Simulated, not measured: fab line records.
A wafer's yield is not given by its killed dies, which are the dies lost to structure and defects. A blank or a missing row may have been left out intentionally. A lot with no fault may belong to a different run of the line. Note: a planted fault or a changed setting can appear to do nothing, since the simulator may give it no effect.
A struck lot beside a sound one / flow n5_finfet / 43 out of 1938 route steps
Sound: wafers L680.4, L680.5, L680.6. Struck: wafer L692.1. (L692.2 of the same lot was not struck and is left out.) The cause comes at the end.
Per side, at each step with rows, come the tool, then ch with its chambers, and then its first start. Under that, the readings that differ: sound wafers / struck wafers / difference of the means / sigmas: that difference in standard deviations of wafers without a fault.
alike: readings whose means differ by less than 2 such deviations, and words and numbers that are the same on both sides. not compared: withheld readings, readings that some wafer has no value for, bounds like >300 that may hide the same value, and numbers for which the record gives no deviation and whose values overlap.
A row with sigmas, a row that says differs or no value, or rows on one side alone: a step with any of these is where the two part. When numbers do not overlap yet have no deviation, they are printed without sigmas and do not part them. A reading missing from all wafers of one side parts the sides only when that side holds two or more wafers.

first, 2 steps without rows for these wafers: N5_FIN_SAQP_SPACER1_ETCHBACK_25 (etches SiO2 in CHF3/O2, target depth 24.4 nm, time 12.2 s); N5_FIN_SAQP_MANDREL1_REMOVE_56 (chemistry HBr/Cl2/O2, target a-Si, stops on SiNx, bt time 10 s).
N5_FIN_SAQP_CD_MEAS_27: the cd target is 20 nm.
  sound on cd_sem-03 ch 0, day 2 00:19; struck on cd_sem-02 ch 0, day 5 01:17
  alike: cd_nm
then, 2 steps without rows for these wafers: N5_FIN_SAQP_ETCH_57 (etches SiNx in CH3F/O2, target depth 32.5 nm, time 46.4 s); N5_FIN_SAQP_ETCH_65 (etches SiO2 in CF4, target depth 4 nm, time 4.4 s).
N5_FIN_SAQP_MANDREL_ETCH_58: etches a-Si in HBr/Cl2, stops on SiNx, target depth 45 nm, bt time 10 s, time 27 s.
  sound on rie_si-03 ch 0,1,2, day 2 00:29; struck on rie_si-02 ch 0, day 5 01:30
  alike: drypump_motor_current_A, oes_product_au, rf_fwd_power_W, throttle_valve_pct
  not compared: rf_hours_counter_h
N5_FIN_SAQP_RECESS_63: chemistry HF/NH3, target SiO2, target depth 18 nm, afs cycles 3, sublimation time 60 s.
  sound on vapor_etch-01 ch 0,1, day 2 00:41; struck on vapor_etch-02 ch 0, day 5 01:35
  alike: drypump_motor_current_A, sublimation_temp_c
then, 5 steps without rows for these wafers: N5_FIN_SAQP_COAT_68 (time 60 s, resist thk 100 nm); N5_FIN_SAQP_ETCH_69 (etches SOC in N2/H2, stops on SiNx, target depth 150 nm); N5_FIN_SAQP_ETCH_67 (etches SiNx in CH3F/O2, target depth 30 nm); N5_FIN_SAQP_STRIP_70 (strips in N2/H2); N5_FIN_SAQP_RECESS_71 (chemistry HF/NH3, target SiO2, target depth 3 nm, afs cycles 1, sublimation time 60 s).
N5_FIN_SAQP_SPACER2_ALD_28: deposits SiO2, target thk 8.1 nm, pulse time 1 s, purge time 2 s.
  sound on ald_sin-02 ch 0,2,3, day 2 01:19; struck on ald_sin-02 ch 2, day 5 02:40
reading=model.SiO2_of_FIN_SAQP_SPACER2_ALD_28.thk_nm (nm); sound=8 8.2 8.2; struck=3; difference=-5; sigmas=
  alike: heater_power_w, precursor_pulse_height_rel
then, 1 step without rows for these wafers: N5_FIN_SAQP_SPACER2_ETCHBACK_29 (etches SiO2 in CHF3/O2, target depth 12.2 nm, time 6.1 s).
N5_FIN_SAQP_MANDREL2_REMOVE_60: chemistry HBr/Cl2/O2, target a-Si, stops on SiNx, bt time 10 s.
  sound on rie_si-03 ch 2,3, day 2 01:52; struck on rie_si-02 ch 3, day 5 03:11
reading=oes_product_au (a.u.); sound=1.026 1.038 1.017; struck=0.986; difference=-0.041; sigmas=-2
reading=model.FIN_SAQP.cd_nm (nm); sound=8 8 8; struck=3.2; difference=-4.8; sigmas=
  alike: drypump_motor_current_A, oes_o_777_au, rf_fwd_power_W, throttle_valve_pct
  not compared: rf_hours_counter_h
N5_FIN_SAQP_CD_MEAS_31: the cd target is 8 nm.
  sound on cd_sem-03 ch 0, day 2 01:59; struck on cd_sem-01 ch 0, day 5 03:18
reading=cd_nm (nm); sound=8.14 8.16 8.34; struck=3.16; difference=-5.05; sigmas=-24
then, 2 steps without rows for these wafers: N5_FIN_SAQP_HM_OPEN_33 (chemistry CH3F/O2, target SiNx, target depth 49.4 nm, time 70.6 s); N5_FIN_SAQP_ETCH_34 (etches SiO2 in C4F6/O2, target depth 45 nm, time 15 s).
N5_FIN_SAQP_STRIP_77: strips in N2/H2, time 90 s.
  sound on rie_diel-02 ch 1,2, day 2 02:13; struck on rie_diel-05 ch 1, day 5 03:28
reading=rf_vpp_V (V); sound=45.4 44.8 44.4; struck=46.8; difference=+1.9; sigmas=+2
  alike: drypump_motor_current_A, h2_flow_sccm, oes_product_au, showerhead_plenum_p_Torr, throttle_valve_pct
  not compared: rf_hours_counter_h
N5_FIN_SAQP_HM_CD_35: the cd target is 8 nm.
  sound on cd_sem-02, day 2 02:20; struck on cd_sem-02, day 5 03:35
reading=cd_nm (nm); sound=7.98 8.04 8.02; struck=3.07; difference=-4.94; sigmas=-19
N5_FIN_SAQP_ETCH_64: etches SiO2 in CF4, target depth 1.5 nm.
  sound on rie_si-05 ch 0,1, day 2 02:23; struck on rie_si-05 ch 1, day 5 03:38
  alike: drypump_motor_current_A, oes_product_au, rf_fwd_power_W, throttle_valve_pct
  not compared: rf_hours_counter_h
N5_FIN_SAQP_FIN_ETCH_36: etches the open film in HBr/Cl2/O2, target depth 120 nm, time 50.4 s.
  sound on rie_si-05 ch 0,1, day 2 02:24; struck on rie_si-05 ch 1, day 5 03:40
reading=model.FIN_SAQP.cd_nm (nm); sound=8.2 8.2 8.6; struck=3.4; difference=-4.9; sigmas=
  alike: drypump_motor_current_A, oes_o_777_au, oes_product_au, rf_fwd_power_W, throttle_valve_pct
  not compared: rf_hours_counter_h
N5_FIN_SAQP_CD_MEAS_37: the cd target is 8 nm.
  sound on cd_sem-02, day 2 02:32; struck on cd_sem-03, day 5 03:47
reading=cd_nm (nm); sound=8.36 8.40 8.57; struck=3.50; difference=-4.94; sigmas=-17
then, 3 steps without rows for these wafers: N5_FIN_SAQP_PRECLEAN_38 (cleans in O3/DIW, time 45 s); N5_FIN_SAQP_PRECLEAN_45 (cleans in dHF, time 10 s); N5_FIN_SAQP_SRD_39 (time 30 s).
N5_FIN_SAQP_OCD_MEAS_76:
  sound on ocd-02, day 2 02:37; struck on ocd-02, day 5 03:53
  alike: trench_depth_nm
N5_FIN_SAQP_INSPECT_40: inspects for defects (brightfield).
  sound on defect_inspect-02, day 2 02:39; struck on defect_inspect-01, day 5 03:55
reading=raw_defect_count; sound=285 376 388; struck=202; difference=-148; sigmas=-2
then, 9 steps without rows for these wafers: N5_FIN_CUT_COAT_18 (time 60 s, resist thk 230 nm); N5_FIN_CUT_COAT_19 (time 60 s, resist thk 20 nm); N5_FIN_CUT_COAT_29 (time 60 s, resist thk 10 nm); N5_FIN_CUT_COAT_02 (resist thk 30 nm); N5_FIN_CUT_EBR_04; N5_FIN_CUT_SOFTBAKE_03 (time 60 s); N5_FIN_CUT_EXPOSE_05 (exposes mask FIN CUT); N5_FIN_CUT_PEB_06 (peb time 60 s); N5_FIN_CUT_DEVELOP_07 (develop time 30 s).
N5_FIN_CUT_CD_MEAS_08: the cd target is 29.1 nm.
  sound on cd_sem-02 ch 0, day 2 03:05; struck on cd_sem-02 ch 0, day 5 04:20
  alike: cd_nm
N5_FIN_CUT_OVL_MEAS_09:
  sound on overlay-01 ch 0, day 2 03:08; struck on overlay-01 ch 0, day 5 04:22
  alike: FIN_CUT_OVL
N5_FIN_CUT_INSPECT_10: inspects for defects (brightfield).
  sound on defect_inspect-02, day 2 03:10; struck on defect_inspect-02, day 5 04:26
  alike: raw_defect_count
N5_FIN_CUT_DESCUM_13: chemistry O2, time 7 s.
  sound on rie_diel-06 ch 0,1, day 2 03:12; struck on rie_diel-04 ch 3, day 5 04:35
reading=rf_fwd_power_W (W); sound=49.75 49.73 49.23; struck=48.81; difference=-0.76; sigmas=-3
  alike: drypump_motor_current_A, oes_product_au, rf_vpp_V, showerhead_plenum_p_Torr, throttle_valve_pct
  not compared: rf_hours_counter_h
then, 1 step without rows for these wafers: N5_FIN_CUT_ETCH_30 (etches underlayer in N2/H2, target depth 13 nm, time 10.4 s).
N5_STI_FIN_REVEAL_CD_MEAS_22: target cd 6.238 nm, pitch 28 nm.
  sound on cd_sem-03, day 2 12:44; struck on cd_sem-02, day 5 15:03
reading=cd_nm (nm); sound=5.9 6.4 6.8; struck=1.3; difference=-5.1; sigmas=-15

## WHERE THEY PART
At N5_FIN_SAQP_MANDREL2_REMOVE_60 first; at N5_STI_FIN_REVEAL_CD_MEAS_22 last (within this record only).

WHY: what the simulator had put in
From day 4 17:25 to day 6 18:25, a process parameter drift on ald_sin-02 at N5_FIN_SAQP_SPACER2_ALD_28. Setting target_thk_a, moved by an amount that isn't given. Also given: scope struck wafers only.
